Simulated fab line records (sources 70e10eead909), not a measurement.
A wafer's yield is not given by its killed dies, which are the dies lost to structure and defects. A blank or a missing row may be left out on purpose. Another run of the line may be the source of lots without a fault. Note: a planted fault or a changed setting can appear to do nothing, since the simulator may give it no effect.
Comparing a struck lot with a sound one    flow nand-harc    14 steps out of a route of 1302
Sound: wafers L128.2, L128.3, L128.4. Wafers L144.2, L144.4 were the ones struck. The cause is given at the end.
Order at every step that has rows: each side's tool, ch and its chambers, its first start. Under that, the readings that differ: sound wafers    struck wafers    difference of the means    sigmas: that difference in standard deviations of wafers without a fault.
alike: readings with means less than 2 such deviations apart, plus words and numbers identical on both sides. not compared: withheld readings, readings lacking a value on some wafer, bounds such as >300 that could conceal the same value, and numbers that have no deviation in the record and whose values overlap.
The two part at a step that has a row with sigmas, a row that says differs or no value, or rows on one side only. Numbers that have no deviation but don't overlap get no sigmas and don't part them. Lack of a reading on every wafer of one side parts them only where that side has two or more wafers.

NHARC_A_CHANNEL_FILL_D2_ALD_16: deposits SiO2, target thk 1.5 nm, pulse time 10 s, ald cycles 15.
  sound on ald-hk-02 ch 0,2,3, day 14 08:25; struck on ald-hk-02 ch 0,1, day 20 17:32
reading                sound        struck   difference  sigmas
since-wet-clean-h (h)  140 141 140  115 115  -25         
  alike: heater-power-w, precursor-pulse-height-rel
then, 2 steps without rows for these wafers: NHARC_A_CHANNEL_FILL_D2_ANNEAL_17 (time 1800 s); NHARC_A_CHANNEL_FILL_D2_CVD_18 (deposits poly-Si, target thk 3 nm).
NHARC_A_CHANNEL_FILL_D2_ETCHBACK_19: etches the open film in HBr/Cl2, target depth 5 nm, time 1.7 s.
  sound on rie-si-06 ch 0,2,3, day 14 20:31; struck on rie-si-06 ch 2,3, day 21 06:22
reading                 sound        struck   difference  sigmas
rf-hours-counter-h (h)  0.6 0.7 0.6  0.3 0.3  -0.3        
  alike: drypump-motor-current-A, oes-product-au, throttle-valve-pct
NHARC_A_CHANNEL_FILL_D2_ETCHBACK_20: etches the open film in C4F8/O2/Ar, target depth 27 nm, time 13.5 s.
  sound on rie-diel-03 ch 0,2,3, day 14 20:38; struck on rie-diel-03 ch 0,2, day 21 06:29
  alike: oes-product-au, rf-vpp-V, run-length-s
  not compared: rf-hours-counter-h
NHARC_A_CHANNEL_FILL_D2_STRIP_28: strips in O2, time 20 s.
  sound on rie-diel-03 ch 0,1,3, day 14 20:44; struck on rie-diel-03 ch 1,3, day 21 06:35
  alike: drypump-motor-current-A, oes-product-au, rf-vpp-V, showerhead-plenum-p-Torr, throttle-valve-pct
  not compared: rf-hours-counter-h
then, 5 steps without rows for these wafers: NHARC_A_CHANNEL_FILL_D2_PRECLEAN_21 (cleans in dHF, time 30 s); NHARC_A_CHANNEL_FILL_D2_SRD_23; NHARC_A_CHANNEL_FILL_D2_CVD_05 (deposits poly-Si, target thk 5 nm); NHARC_A_CHANNEL_FILL_D2_ANNEAL_22 (time 7200 s); NHARC_A_CHANNEL_FILL_D2_ALD_25 (deposits SiOx, target thk 60 nm, pulse time 10 s, ald cycles 600).
NHARC_A_CHANNEL_FILL_D2_ETCHBACK_08: etches the open film in C4F8, target depth 220 nm, time 110 s.
  sound on rie-diel-02 ch 0,1,3, day 15 15:12; struck on rie-diel-02 ch 1,2, day 21 23:43
reading           sound              struck       difference  sigmas
run-length-s (s)  130.3 131.6 130.9  154.4 154.6  +23.6       +59
  alike: oes-product-au, rf-vpp-V
  not compared: rf-hours-counter-h
NHARC_A_CHANNEL_FILL_D2_STRIP_29: strips in O2, time 20 s.
  sound: rie-diel-02 ch 0,1,2; struck: rie-diel-02 ch 0,1
  alike: drypump-motor-current-A, oes-product-au, rf-vpp-V, showerhead-plenum-p-Torr, throttle-valve-pct
  not compared: rf-hours-counter-h
-- the record jumps here: 9 days lie between the struck wafers' starts before and after (it left off in module A_CHANNEL_FILL_D2 and takes up again in module END, whose first step shown is number 1302 of the route) --
NHARC_END_SORT_01:
  at this point the record logs the struck wafers (prober-01 ch 0, day 30 19:02) and has no rows for the sound ones

## WHERE THEY PART
First at NHARC_A_CHANNEL_FILL_D2_ETCHBACK_08; last, within this record, at NHARC_END_SORT_01.

WHY: what had been put in by the simulator
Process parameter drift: rie-diel-02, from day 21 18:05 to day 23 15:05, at NHARC_A_CHANNEL_FILL_D2_ETCHBACK_08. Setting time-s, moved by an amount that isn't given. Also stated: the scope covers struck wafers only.
